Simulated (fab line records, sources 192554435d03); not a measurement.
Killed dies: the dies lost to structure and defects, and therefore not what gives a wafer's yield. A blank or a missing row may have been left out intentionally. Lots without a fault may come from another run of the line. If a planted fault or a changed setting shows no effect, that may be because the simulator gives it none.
fab line records    flow n5_finfet
record: lots: 7  wafers: 19  last_day: 17
route steps=1938 shown HKMG_FIN@457 GATE_CUT@465
lots with no fault: from the same line, run without faults
start_h: the number of hours between the record's first day and the start of the first shown wafer of the lot    wait_h: hours since the lot's step before    " repeats the value in the row above    L1.1+2: a single row standing in for several wafers    - no value, or no start given    * or withheld: withheld    < > ~ a bound
route shown NAME@n: NAME is a module with steps in the file, n the number in the route of the first one    usual: the fault-free wafers' mean and standard deviation    same: alike in all rows    chamber/n: place in a boat    sites: readings site by site    _std_site: how widely they spread, as a standard deviation    _edge_site: outer sites' mean less inner sites'    radius_mm: for every site, how far away it sits from the centre of the wafer    mask NAME#n: copy n    behind: the tool/chamber that last shaped the wafer    hold: why the lot went on hold/how many hours it stayed there/how the hold came to an end    device: transistor that didn't switch, given as n, p or np    end of line: at the end of the route, the tests of the same wafers    a step with no rows: only its recipe    killed: dies lost to structure and defects at the first sort, not the wafer's yield    map: a wafer's dies, x killed, . not, _ none there
set.NAME: the setting that was run; set.NAME@STEP: the one run at that earlier step    model.NAME: the simulator's own value behind a step, which no gauge read
lots at some steps of the route; a table a step, a row a wafer
services: a tool's chamber out of use, with start hour (start_h, from the record's first day; less than 0 if before it), hours out, and reason
== steps ==
step: N5_HKMG_FIN_ALD_72
recipe: material: W  target_thk_a: 20  temp_c: 300  pressure_torr: 7.5  ald_precursor_family: WF6  ald_co_reactant: B2H6  pulse_time_s: 1  purge_time_s: 2  co_reactant_purge_time_s: 2  co_reactant_pulse_time_s: 3  ald_cycles: 7
usual: heater_power_w: 490/43  precursor_pulse_height_rel: 0.998/0.02
lot.wafer  tool      chamber  start_h  wait_h  heater_power_w  precursor_pulse_height_rel
L840.1     cvd_w-02  0        91.28    0.2     558             1.004
L840.4     "         1        "        "       498             0.988
L840.5     "         1        "        "       495             1.003
L845.1     cvd_w-01  1        120.99   0.2     426             1.038
L845.2     "         0        "        "       493             1.005
L845.3     "         0        "        "       480             1.005
L851.1     cvd_w-02  0        159.06   0.2     549             0.999
L851.4     "         1        "        "       500             0.999
L851.5     "         0        "        "       539             1.013
L856.3     cvd_w-01  1        192.20   0.2     426             0.955
L856.4     "         0        "        "       497             1.007
L857.1     cvd_w-01  1        202.59   0.2     432             1.000
L857.6     "         0        "        "       488             0.995
L858.3     cvd_w-02  0        205.60   0.2     541             0.998
L858.4     "         1        "        "       518             0.993
L858.5     "         0        "        "       541             0.976
L861.3     cvd_w-01  0        217.59   0.2     493             1.009
L861.4     "         1        "        "       422             1.024
L861.6     "         0        "        "       495             1.000
step: N5_HKMG_FIN_W_FILL_22
recipe: material: W  target_thk_a: 600  temp_c: 400  pressure_torr: 39.4  time_s: 18.2
step: N5_HKMG_FIN_PRECLEAN_83
recipe: chemistry: DIW  time_s: 57.5  temp_c: 23
step: N5_HKMG_FIN_SRD_84
recipe: dry_time_s: 32  dry: n2_spin  spin_rpm: 1500
step: N5_HKMG_FIN_CMP_23
recipe: stop_on: SiNx  t_overpolish_s: 10  post_cmp_clean: rinse_only  down_force_psi: 4  platen_rpm: 50.289  pad_velocity_m_s: 1.0006  target_thk_nm: 46.326
step: N5_HKMG_FIN_CMP_94
recipe: stop_on: SiNx  post_cmp_clean: w_dilute_nh4oh  t_overpolish_s: 4.7  down_force_psi: 4  platen_rpm: 50.289  pad_velocity_m_s: 1.0006  target_thk_nm: 43.299
usual: edge_zone_pressure_frac: 1.000/0.0051  motor_current_A: 12.5/1.3
lot.wafer  tool    chamber  start_h  wait_h  edge_zone_pressure_frac  motor_current_A
L840.1     cmp-02  3        91.99    0.3     1.008                    16.2
L840.4     "       0        "        "       1.008                    13.5
L840.5     "       1        "        "       1.001                    12.8
L845.3     cmp-03  1        121.64   0.4     1.004                    12.2
L845.2     "       2        "        "       0.999                    12.1
L845.1     "       3        "        "       1.010                    12.4
L851.1     cmp-01  2        159.71   0.4     1.003                    11.3
L851.4     "       1        "        "       0.998                    12.7
L851.5     "       2        "        "       1.003                    11.1
L856.3     cmp-02  1        192.95   0.4     0.995                    13.0
L856.4     "       2        "        "       1.002                    13.1
L857.1     cmp-01  3        203.33   0.2     1.001                    12.1
L857.6     "       1        "        "       1.000                    13.2
L858.4     cmp-02  1        206.23   0.4     0.999                    12.8
L858.3     "       0        "        "       1.000                    13.5
L858.5     "       2        "        "       0.990                    12.0
L861.4     cmp-01  3        218.22   0.4     1.003                    11.8
L861.3     "       2        "        "       1.004                    11.1
L861.6     "       3        "        "       1.004                    11.3
step: N5_HKMG_FIN_INSPECT_28
recipe: inspect_instrument: darkfield  mode: post_cmp
usual: raw_defect_count: 32/13
lot.wafer  tool               chamber  start_h  wait_h  raw_defect_count
L840.1     defect_inspect-01  -        92.16    0.0     48
L840.4     "                  -        "        "       24
L840.5     "                  -        "        "       23
L845.1     defect_inspect-02  -        121.87   0.0     33
L845.2     "                  -        "        "       27
L845.3     "                  -        "        "       31
L851.1     defect_inspect-02  -        159.94   0.0     24
L851.4     "                  -        "        "       24
L851.5     "                  -        "        "       22
L856.3     defect_inspect-01  -        193.18   0.0     16
L856.4     "                  -        "        "       29
L857.1     defect_inspect-02  -        203.47   0.0     36
L857.6     "                  -        "        "       35
L858.3     defect_inspect-01  -        206.46   0.0     18
L858.4     "                  -        "        "       15
L858.5     "                  -        "        "       18
L861.3     defect_inspect-02  -        218.45   0.0     37
L861.4     "                  -        "        "       48
L861.6     "                  -        "        "       18
step: N5_GATE_CUT_ETCHBACK_00
recipe: chemistry: SF6/Cl2  target: W  pressure_mtorr: 8  icp_w: 900  bias_w: 80  SF6_flow_sccm: 40  Cl2_flow_sccm: 60
usual: drypump_motor_current_A: 6.01/0.26  he_backside_leak_sccm: 3.4/0.35  oes_product_au: 0.71/0.094  throttle_valve_pct: 27.65/0.26
lot.wafer  tool          chamber  start_h  wait_h  drypump_motor_current_A  he_backside_leak_sccm  oes_product_au  rf_hours_counter_h  throttle_valve_pct
L840.1     rie_metal-01  0        92.20    0.0     6.44                     3.5                    0.80            30                  27.65
L840.4     "             1        "        "       5.72                     3.2                    0.65            -                   27.50
L840.5     "             1        "        "       5.71                     3.2                    0.65            -                   27.50
L845.1     rie_metal-01  1        121.90   0.0     5.73                     3.3                    0.64            91                  27.51
L845.2     "             0        "        "       6.39                     3.3                    0.79            32                  27.66
L845.3     "             0        "        "       6.36                     3.3                    0.79            -                   27.64
L851.1     rie_metal-02  0        159.98   0.0     6.10                     3.3                    0.62            130                 27.97
L851.4     "             1        "        "       5.83                     3.2                    0.74            -                   27.53
L851.5     "             1        "        "       5.81                     3.4                    0.74            -                   27.53
L856.3     rie_metal-03  0        193.25   0.1     5.77                     3.7                    0.60            -                   28.07
L856.4     "             1        "        "       6.18                     3.2                    0.84            -                   27.32
L857.1     rie_metal-03  1        203.51   0.0     6.10                     3.3                    0.84            24                  27.33
L857.6     "             1        "        "       6.14                     3.3                    0.84            -                   27.32
L858.3     rie_metal-02  1        206.54   0.1     5.83                     3.5                    0.73            -                   27.52
L858.4     "             0        "        "       6.11                     3.3                    0.60            -                   27.99
L858.5     "             0        "        "       6.11                     3.2                    0.61            -                   27.99
L861.3     rie_metal-01  0        218.53   0.1     6.38                     3.6                    0.75            -                   27.68
L861.4     "             1        "        "       5.72                     3.3                    0.62            -                   27.55
L861.6     "             0        "        "       6.38                     3.6                    0.76            -                   27.67
step: N5_GATE_CUT_ETCH_56
recipe: chemistry: Cl2/Ar  target: TiN  target_depth_a: 216  pressure_mtorr: 10  icp_w: 600  bias_w: 60  Cl2_flow_sccm: 40  Ar_flow_sccm: 60
step: N5_GATE_CUT_ETCHBACK_30
recipe: chemistry: Cl2/Ar  target: TiN  target_depth_a: 30  mode: isotropic  pressure_mtorr: 10  icp_w: 600  bias_w: 60  Cl2_flow_sccm: 40  Ar_flow_sccm: 60
step: N5_GATE_CUT_VAPOR_ETCH_60
recipe: chemistry: BCl3/Cl2  target: HfO2  mode: isotropic
usual: drypump_motor_current_A: 6.00/0.25  he_backside_leak_sccm: 3.41/0.23  oes_product_au: 0.72/0.094
lot.wafer  tool          chamber  start_h  wait_h  drypump_motor_current_A  he_backside_leak_sccm  oes_product_au
L840.1     rie_metal-01  0        92.44    0.0     6.38                     3.45                   0.79
L840.4     "             1        "        "       5.70                     3.08                   0.65
L840.5     "             1        "        "       5.73                     3.26                   0.65
L845.1     rie_metal-01  1        122.14   0.0     5.71                     2.92                   0.65
L845.2     "             0        "        "       6.39                     3.41                   0.79
L845.3     "             0        "        "       6.39                     3.42                   0.80
L851.1     rie_metal-02  0        160.22   0.0     6.09                     3.41                   0.62
L851.4     "             1        "        "       5.83                     3.28                   0.74
L851.5     "             1        "        "       5.83                     3.39                   0.74
L856.3     rie_metal-03  0        193.46   0.0     5.81                     3.68                   0.60
L856.4     "             1        "        "       6.10                     3.51                   0.84
L857.1     rie_metal-03  1        203.99   0.1     6.15                     3.52                   0.83
L857.6     "             1        "        "       6.13                     3.43                   0.85
L858.3     rie_metal-02  1        206.75   0.0     5.81                     3.28                   0.74
L858.4     "             0        "        "       6.09                     3.40                   0.62
L858.5     "             0        "        "       6.08                     3.49                   0.62
L861.3     rie_metal-01  0        218.74   0.0     6.38                     3.72                   0.76
L861.4     "             1        "        "       5.72                     3.16                   0.63
L861.6     "             0        "        "       6.39                     3.65                   0.76
step: N5_GATE_CUT_ETCH_58
recipe: chemistry: CH3F/O2  target: SiNx  target_depth_a: 170  time_s: 128.6  ion_energy_ev: 50  pressure_mtorr: 30  source_w: 415  bias_w: 21  Ar_flow_sccm: 150  CH3F_flow_sccm: 30  O2_flow_sccm: 20
usual: drypump_motor_current_A: 5.7/0.39  oes_product_au: 0.80/0.073  rf_vpp_V: 99.2/0.96  showerhead_plenum_p_Torr: 2.01/0.043  throttle_valve_pct: 16.28/0.28
lot.wafer  tool         chamber  start_h  wait_h  drypump_motor_current_A  oes_product_au  rf_hours_counter_h  rf_vpp_V  showerhead_plenum_p_Torr  throttle_valve_pct  model.etch.depth_nm  model.SiNx_of_SDB_ALD_29.thk_nm
L840.1     rie_diel-05  3        92.49    0.0     5.5                      0.77            142                 99.6      2.00                      16.72               17.06                24.6
L840.4     "            1        "        "       6.2                      0.85            66                  100.2     2.03                      16.52               17.1                 24.6
L840.5     "            0        "        "       5.7                      0.72            -                   99.4      1.98                      16.65               16.91                24.6
L845.1     rie_diel-03  3        122.23   0.1     6.3                      0.94            18                  97.0      2.04                      16.05               17.07                24.4
L845.2     "            2        "        "       5.5                      0.76            127                 99.3      2.01                      16.24               17.18                24.4
L845.3     "            0        "        "       6.2                      0.80            107                 99.3      1.93                      16.02               16.91                24.6
L851.1     rie_diel-05  1        160.27   0.0     6.2                      0.81            91                  99.6      2.02                      16.57               17                   24.4
L851.4     "            3        "        "       5.5                      0.75            168                 99.2      1.99                      16.79               16.94                24.4
L851.5     "            3        "        "       5.4                      0.75            -                   98.5      1.99                      16.77               17.08                24.4
L856.3     rie_diel-03  2        193.50   0.0     5.5                      0.66            149                 99.1      2.00                      16.29               13.93                25.2
L856.4     "            1        "        "       6.2                      0.74            156                 99.0      2.09                      16.29               16.67                24.4
L857.1     rie_diel-03  2        204.07   0.1     5.4                      0.66            153                 98.1      2.00                      16.29               14.08                25
L857.6     "            2        "        "       5.4                      0.74            -                   98.5      2.00                      16.28               17.04                24.4
L858.3     rie_diel-03  2        206.94   0.2     5.5                      0.66            154                 101.1     2.00                      16.28               14.04                25
L858.4     "            0        "        "       6.2                      0.78            131                 98.2      1.92                      16.08               16.78                24.6
L858.5     "            3        "        "       6.3                      0.88            -                   99.7      2.03                      16.10               16.96                24.4
L861.3     rie_diel-01  3        218.78   0.0     5.1                      0.96            9                   100.7     2.05                      15.97               17.11                24.4
L861.4     "            1        "        "       5.7                      0.83            89                  99.9      2.03                      16.26               17.04                24.6
L861.6     "            1        "        "       5.7                      0.84            -                   99.4      2.03                      16.26               17.1                 24.6
step: N5_GATE_CUT_STRIP_59
recipe: chemistry: N2/H2  time_s: 20  power_w: 100  temp_c: 40  pressure_mtorr: 100  rf_frequency_hz: 6e+07  bias_power_w: 3  n2_flow_sccm: 300  h2_flow_sccm: 300
usual: drypump_motor_current_A: 5.7/0.39  oes_product_au: 0.80/0.073  rf_vpp_V: 45.3/0.89  showerhead_plenum_p_Torr: 3.40/0.071  temp_c: 40.01/0.12  throttle_valve_pct: 12.15/0.3
lot.wafer  tool         chamber  start_h  wait_h  drypump_motor_current_A  oes_product_au  rf_hours_counter_h  rf_vpp_V  showerhead_plenum_p_Torr  temp_c  throttle_valve_pct
L840.1     rie_diel-05  3        92.59    0.1     5.5                      0.78            143                 44.6      3.37                      39.99   12.49
L840.4     "            1        "        "       6.3                      0.84            66                  46.9      3.41                      39.80   12.31
L840.5     "            0        "        "       5.7                      0.71            -                   44.1      3.34                      39.88   12.50
L845.1     rie_diel-03  3        122.33   0.1     6.3                      0.93            18                  47.1      3.46                      40.10   11.89
L845.2     "            2        "        "       5.5                      0.76            127                 44.4      3.39                      40.10   12.19
L845.3     "            0        "        "       6.2                      0.79            107                 45.9      3.27                      39.77   11.91
L851.1     rie_diel-05  1        160.37   0.1     6.3                      0.80            91                  45.2      3.40                      40.05   12.37
L851.4     "            3        "        "       5.4                      0.75            168                 45.8      3.36                      40.17   12.56
L851.5     "            3        "        "       5.5                      0.75            -                   44.8      3.36                      40.26   12.56
L856.3     rie_diel-03  2        193.61   0.1     5.5                      0.74            149                 46.0      3.38                      40.02   12.27
L856.4     "            1        "        "       6.2                      0.74            156                 44.9      3.52                      40.00   12.26
L857.1     rie_diel-03  2        204.17   0.1     5.5                      0.73            153                 46.8      3.38                      40.24   12.29
L857.6     "            2        "        "       5.5                      0.73            -                   44.0      3.38                      40.12   12.29
L858.3     rie_diel-03  2        207.04   0.1     5.5                      0.73            154                 45.6      3.38                      39.92   12.28
L858.4     "            0        "        "       6.2                      0.78            131                 45.4      3.26                      40.08   11.98
L858.5     "            3        "        "       6.3                      0.88            -                   47.5      3.44                      40.04   11.96
L861.3     rie_diel-01  3        218.88   0.1     5.2                      0.96            9                   45.1      3.46                      39.97   11.78
L861.4     "            1        "        "       5.7                      0.83            89                  43.1      3.41                      39.78   12.08
L861.6     "            1        "        "       5.7                      0.83            -                   44.5      3.41                      39.88   12.08
== services ==
tool          chamber  start_h  hours  kind
cvd_w-02      -        78.59    1.6    repair
cmp-01        -        86.56    0.9    repair
cvd_w-01      -        89.60    0.5    repair
cvd_w-02      -        93.85    6.9    pm
cmp-01        -        96.03    3.6    repair
rie_diel-05   0        106.62   15.8   repair
cvd_w-01      -        108.59   0.7    repair
rie_metal-02  0        110.07   1.7    repair
rie_diel-01   0        123.95   6.4    repair
cmp-01        -        129.65   4.0    pm
cmp-01        -        133.65   -      consumable_replace:conditioner
cmp-01        -        133.65   -      consumable_replace:pad
cmp-01        -        137.34   3.7    repair
rie_metal-02  1        143.60   13.3   repair
cmp-02        -        144.15   2.5    repair
cvd_w-01      -        145.58   6.9    pm
cmp-02        -        156.20   0.8    repair
cmp-01        -        167.41   5.2    pm
cvd_w-01      -        172.54   1.7    repair
cmp-01        -        173.97   1.1    repair
rie_metal-02  1        182.26   13.6   repair
rie_metal-03  0        201.58   16.2   repair
cmp-03        -        210.09   40.3   repair
rie_metal-03  0        217.91   -      clean
== key ==
first_sign none at tools or gauges
model_effect: step: N5_GATE_CUT_ETCH_58  value: etch.depth_nm  without: 16.9  struck: 14.02
met_at N5_GATE_CUT_ETCH_58
struck_wafers L856.3,L857.1,L858.3
tester_left_out L856,L857,L858
onset_between 122.23 193.50
fault: kind: process_parameter_drift  tool: rie_diel-03  chamber: -  onset_h: 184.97  steps: N5_GATE_CUT_ETCH_58  channel: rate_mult  offset: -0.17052  shape: step  end_h: 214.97  scope: struck_wafers_only
tester_left_out: of these lots the tester's yield and bins aren't shown, on N5 and GAA mostly nor the transistor test; their killed dies are dies lost to structure and defects alone, not to doping, threshold or leakage, so they don't give the yield
